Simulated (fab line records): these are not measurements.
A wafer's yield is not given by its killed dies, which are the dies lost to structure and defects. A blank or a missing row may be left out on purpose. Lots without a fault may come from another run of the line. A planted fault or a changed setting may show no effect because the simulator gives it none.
Matching of chambers / flow n5 finfet / N5_BEOL_M7_ETCH_61 on rie diel-02 has 4 sister chambers
The step etches SiARC in CF4, target depth 45.5 nm, time 75.8 s. 22 wafers are shown with their chamber, then 11 later ones without.

EACH WAFER AND ITS CHAMBER
wafer=L074.1; chamber=2; drypump motor current A (A)=5.9; etch rf on time s (s)=78.8; throttle valve pct (%)=15.62
wafer=L074.3; chamber=0; drypump motor current A (A)=5.2; etch rf on time s (s)=77.9; throttle valve pct (%)=15.74
wafer=L074.4; chamber=2; drypump motor current A (A)=5.9; etch rf on time s (s)=79.1; throttle valve pct (%)=15.62
wafer=L078.1; chamber=1; drypump motor current A (A)=6.3; etch rf on time s (s)=76.0; throttle valve pct (%)=15.32
wafer=L078.2; chamber=3; drypump motor current A (A)=6.3; etch rf on time s (s)=76.1; throttle valve pct (%)=15.68
wafer=L078.3; chamber=0; drypump motor current A (A)=5.2; etch rf on time s (s)=77.8; throttle valve pct (%)=15.76
wafer=L082.1; chamber=1; drypump motor current A (A)=6.3; etch rf on time s (s)=76.6; throttle valve pct (%)=15.31
wafer=L082.3; chamber=3; drypump motor current A (A)=6.3; etch rf on time s (s)=77.6; throttle valve pct (%)=15.67
wafer=L082.4; chamber=3; drypump motor current A (A)=6.3; etch rf on time s (s)=77.3; throttle valve pct (%)=15.68
wafer=L081.1; chamber=3; drypump motor current A (A)=6.2; etch rf on time s (s)=77.5; throttle valve pct (%)=15.69
wafer=L081.2; chamber=1; drypump motor current A (A)=6.3; etch rf on time s (s)=76.5; throttle valve pct (%)=15.32
wafer=L081.6; chamber=2; drypump motor current A (A)=5.9; etch rf on time s (s)=80.0; throttle valve pct (%)=15.18
wafer=L083.3; chamber=2; drypump motor current A (A)=5.9; etch rf on time s (s)=80.3; throttle valve pct (%)=15.18
wafer=L083.5; chamber=2; drypump motor current A (A)=5.9; etch rf on time s (s)=80.2; throttle valve pct (%)=15.19
wafer=L083.6; chamber=1; drypump motor current A (A)=6.3; etch rf on time s (s)=76.6; throttle valve pct (%)=15.35
wafer=L086.3; chamber=1; drypump motor current A (A)=6.3; etch rf on time s (s)=76.1; throttle valve pct (%)=15.32
wafer=L086.4; chamber=2; drypump motor current A (A)=5.9; etch rf on time s (s)=80.5; throttle valve pct (%)=15.19
wafer=L086.6; chamber=1; drypump motor current A (A)=6.3; etch rf on time s (s)=76.0; throttle valve pct (%)=15.31
wafer=L090.2; chamber=2; drypump motor current A (A)=5.9; etch rf on time s (s)=80.8; throttle valve pct (%)=15.21
wafer=L090.3; chamber=0; drypump motor current A (A)=5.2; etch rf on time s (s)=76.0; throttle valve pct (%)=15.36
wafer=L090.5; chamber=2; drypump motor current A (A)=5.9; etch rf on time s (s)=80.0; throttle valve pct (%)=15.19
wafer=L089.1; chamber=0; drypump motor current A (A)=5.2; etch rf on time s (s)=75.3; throttle valve pct (%)=15.35

SIGNATURES (averages over the wafers above)
reading=drypump motor current A; chamber 0=5.200; chamber 1=6.300; chamber 2=5.900; chamber 3=6.275; scatter within a chamber=0.0204
reading=etch rf on time s; chamber 0=76.750; chamber 1=76.300; chamber 2=79.963; chamber 3=77.125; scatter within a chamber=0.754
reading=throttle valve pct; chamber 0=15.5525; chamber 1=15.3217; chamber 2=15.2975; chamber 3=15.6800; scatter within a chamber=0.156
Rule: a wafer lies at a distance from a chamber equal to the root of the sum of squares, over the readings, of (its reading less the chamber's mean, divided by the reading's scatter). If the next closest chamber is less than 2 further off than the closest, the wafer can't be placed; otherwise it belongs to the closest. The scatter: the root of (the sum of the squares of (reading less its chamber's mean) over the shown wafers, divided by (wafers less chambers)).

WAFERS WHOSE CHAMBER IS MISSING
wafer=L089.3; drypump motor current A (A)=6.3; etch rf on time s (s)=75.9; throttle valve pct (%)=15.34
wafer=L089.6; drypump motor current A (A)=6.3; etch rf on time s (s)=76.8; throttle valve pct (%)=15.33
wafer=L092.2; drypump motor current A (A)=5.9; etch rf on time s (s)=78.5; throttle valve pct (%)=15.23
wafer=L092.3; drypump motor current A (A)=5.2; etch rf on time s (s)=75.4; throttle valve pct (%)=15.36
wafer=L092.5; drypump motor current A (A)=5.9; etch rf on time s (s)=79.7; throttle valve pct (%)=15.21
wafer=L093.2; drypump motor current A (A)=5.2; etch rf on time s (s)=75.9; throttle valve pct (%)=15.36
wafer=L093.5; drypump motor current A (A)=6.2; etch rf on time s (s)=74.6; throttle valve pct (%)=15.16
wafer=L093.6; drypump motor current A (A)=5.2; etch rf on time s (s)=75.4; throttle valve pct (%)=15.37
wafer=L097.1; drypump motor current A (A)=6.2; etch rf on time s (s)=74.0; throttle valve pct (%)=15.20
wafer=L097.3; drypump motor current A (A)=6.3; etch rf on time s (s)=75.3; throttle valve pct (%)=15.37
wafer=L097.4; drypump motor current A (A)=5.2; etch rf on time s (s)=74.9; throttle valve pct (%)=15.38

THE CHAMBER EACH PASSED THROUGH
wafer=L089.3; from the rows above=1; in truth=1
wafer=L089.6; from the rows above=can't be placed: 1 or 3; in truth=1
wafer=L092.2; from the rows above=2; in truth=2
wafer=L092.3; from the rows above=0; in truth=0
wafer=L092.5; from the rows above=2; in truth=2
wafer=L093.2; from the rows above=0; in truth=0
wafer=L093.5; from the rows above=can't be placed: 1 or 3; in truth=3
wafer=L093.6; from the rows above=0; in truth=0
wafer=L097.1; from the rows above=can't be placed: 1 or 3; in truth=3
wafer=L097.3; from the rows above=1; in truth=1
wafer=L097.4; from the rows above=0; in truth=0
Placed correctly: 8 of 11. Can't be placed from these rows: 3 (the true chamber is among the candidates in 3). 0 placed wrongly.
